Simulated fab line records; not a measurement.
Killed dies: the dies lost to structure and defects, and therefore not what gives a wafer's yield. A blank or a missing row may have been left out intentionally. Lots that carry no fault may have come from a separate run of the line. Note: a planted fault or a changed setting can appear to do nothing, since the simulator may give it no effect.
Which of the tools did it? + flow nandHarc + 6 lots (18 wafers sampled), 1 step of a 1302-step route

## WHAT THE GAUGES SHOWED, per wafer
NHARC_A_CHANNEL_HOLE_D2_INSPECT_12.
| lot  | measured     | on               | rawDefectCount |
|------|--------------|------------------|----------------|
| L678 | day 14 01:21 | defectInspect-01 | 58 54 54       |
| L682 | day 15 13:31 | defectInspect-02 | 6 6 9          |
| L684 | day 16 15:19 | defectInspect-02 | 51 59 58       |
| L687 | day 17 13:58 | defectInspect-02 | 50 46 51       |
| L691 | day 19 07:08 | defectInspect-01 | 13 18 13       |
| L699 | day 23 12:25 | defectInspect-01 | 7 3 5          |

## EACH LOT AND THE TOOL THAT RAN IT (in order: tool; ch and the chambers of the sampled wafers; start)
There is no process step in the record ahead of these readings.

## THE ANSWER, worked out from the rows above alone
Rule: the lots themselves supply what counts as usual. Put in order of their means at a reading, lots are off if they are a third of the lots or fewer, leave a main group of 4 or more, and stand apart from it by a gap of 3 or more times the standard deviation of the main group's means; of several such gaps the widest counts. If all means in a main group match to the digits the tables above print for the reading, that group is not used. Also off: a lot with no number at a reading for which 4 or more lots have one. Any other lot the step has rows for is counted as sound.
No lot is off on any of the readings shown, so nothing can be concluded from this.

## WHAT HAD BEEN PUT IN BY THE SIMULATOR
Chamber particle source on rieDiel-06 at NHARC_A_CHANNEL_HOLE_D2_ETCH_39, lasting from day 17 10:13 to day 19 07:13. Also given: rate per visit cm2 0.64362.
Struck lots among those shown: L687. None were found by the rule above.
